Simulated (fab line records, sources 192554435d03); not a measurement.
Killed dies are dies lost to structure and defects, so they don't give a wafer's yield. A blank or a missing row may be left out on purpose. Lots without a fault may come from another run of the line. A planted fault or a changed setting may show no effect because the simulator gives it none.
Problem report in the 8D (eight disciplines) form, filled by code | flow n5_finfet | the parts of the form that need people (team, actions taken, sign-off) are left out

1. THE PROBLEM
oes_product_au at N5_MOL_CONTACT_COAG_ETCH_47 reads a mean of 0.32 a.u. on 2 wafers of 2 lots; wafers without a fault read 0.70 a.u. with a standard deviation of 0.07. That is -5.5 standard deviations from the usual mean.
The step: etches SiNx in CH3F/O2, stops on W, target depth 27 nm.
First seen on wafer L576.1, day 6 08:22, on rie_diel-04. The record holds 22 wafers of 8 lots with a number at this step. Rule for "out", or "out of limits": more than 4 standard deviations from the usual mean. The other wafers with a number count as sound.

2. WHAT IT IS AND WHAT IT IS NOT
question                    | is               | is not
which readings at this step | oes_product_au   | drypump_motor_current_A, etch_rf_on_time_s, oes_f_703_au, rf_vpp_V, showerhead_plenum_p_Torr, throttle_valve_pct
which lots                  | L576, L578       | L572, L575, L589, L591, L593, L594
which wafers of those lots  | L576.1, L578.1   | L576.6, L578.6
read on which tools         | rie_diel-04      | rie_diel-02, rie_diel-06
when                        | from day 6 08:22 | up to then (7 sound wafers); but 13 sound wafers of L578, L589, L591, L593, L594 came after

3. SUSPECTS, AND WHAT RULES EACH OUT
Counting: a tool at a process step up to the reading stays a suspect if it ran every lot that is out. Sound lots after the first of them don't rule it out here, since some wafers of a struck lot are sound.
- rie_diel-02 at N5_MOL_CONTACT_COAG_DESCUM_88 (chemistry O2, time 7 s): kept. It ran every lot that is out, first L576 (day 6 07:47).
- rie_diel-02 at N5_MOL_CONTACT_COAG_ETCH_90 (etches SiARC in CF4, target depth 13 nm, time 21.7 s): kept. It ran every lot that is out, first L576 (day 6 07:51).
- rie_diel-04 at N5_MOL_CONTACT_COAG_VIA_ETCH_46 (etches SiO2 in C4F6/O2, target depth 46 nm, overetch 9.2 nm, time 40 s): kept. It ran every lot that is out, first L576 (day 6 08:16); its last sound lot up to then is L575 (day 5 19:43).
- rie_diel-04 at N5_MOL_CONTACT_COAG_ETCH_47 (etches SiNx in CH3F/O2, stops on W, target depth 27 nm): kept. It ran every lot that is out, first L576 (day 6 08:22); its last sound lot up to then is L575 (day 5 19:49). Its own readings are out on those wafers: oes_product_au.
- Within rie_diel-02 at N5_MOL_CONTACT_COAG_DESCUM_88: the wafers that are out ran in chambers 0, 3; their sound lot-mates ran in chamber 1.
- Within rie_diel-02 at N5_MOL_CONTACT_COAG_ETCH_90: the wafers that are out ran in chambers 0, 3; their sound lot-mates ran in chamber 1.
Left after counting: rie_diel-02 at N5_MOL_CONTACT_COAG_DESCUM_88, rie_diel-02 at N5_MOL_CONTACT_COAG_ETCH_90, rie_diel-04 at N5_MOL_CONTACT_COAG_VIA_ETCH_46, rie_diel-04 at N5_MOL_CONTACT_COAG_ETCH_47.

4. THE CAUSE (what the simulator had put in)
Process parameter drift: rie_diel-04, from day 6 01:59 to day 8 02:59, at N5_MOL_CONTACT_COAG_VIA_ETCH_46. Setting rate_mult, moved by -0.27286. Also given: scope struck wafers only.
Counting left 4 suspects, and this tool is among them.

5. THE CHAIN OF EFFECTS, in route order
Each row: a reading whose mean over the struck wafers that have a number lies more than 3 standard deviations from the usual. Only readings for which the record gives a usual standard deviation are gone through. hours: the time from each lot's start at the first step in this table that gives one to its start at this step, as a median over the lots. sigmas: the change in usual standard deviations.
hours | step                        | reading              | usual     | on struck wafers | change | sigmas
0     | N5_MOL_CONTACT_COAG_ETCH_47 | oes_product_au       | 0.70 a.u. | 0.32             | -0.38  | -5.5
170   | N5_PASSIVATION_PROBE_49     | defect_limited_yield | 91.1 %    | 4.1              | -87.0  | -67
170   | N5_PASSIVATION_PROBE_49     | killed_at_contacts   | 14        | 1026             | +1012  | +99 or more
170   | N5_PASSIVATION_PROBE_49     | killed_dies          | 105       | 1132             | +1026  | +68
170   | N5_PASSIVATION_PROBE_49     | killed_on_rim        | 14        | 136              | +122   | +35
170   | N5_PASSIVATION_PROBE_49     | sort_bin_5_function  | 5.3 %     | 91.4             | +86.1  | +99 or more
170   | N5_PASSIVATION_PROBE_49     | sort_n_pass          | 1075      | 48               | -1026  | -68
170   | N5_PASSIVATION_PROBE_49     | sort_yield_pct       | 91.1 %    | 4.1              | -87.0  | -67
The process steps in it:
- N5_MOL_CONTACT_COAG_ETCH_47: etches SiNx in CH3F/O2, stops on W, target depth 27 nm.
- N5_PASSIVATION_PROBE_49

6. WHAT WOULD HAVE CAUGHT IT SOONER
In this record the first reading out of limits was taken at day 6 08:22, 6 hours after the fault began at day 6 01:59.
Of the tool readings at N5_MOL_CONTACT_COAG_VIA_ETCH_46 for which the record gives a usual standard deviation, none was out on any struck wafer, so an alarm limit of 4 standard deviations on them would not have fired.
Of the lots that are out (2), L578 began N5_MOL_CONTACT_COAG_VIA_ETCH_46 on rie_diel-04 after day 6 08:22. A hold on the tool at that time would have spared it.
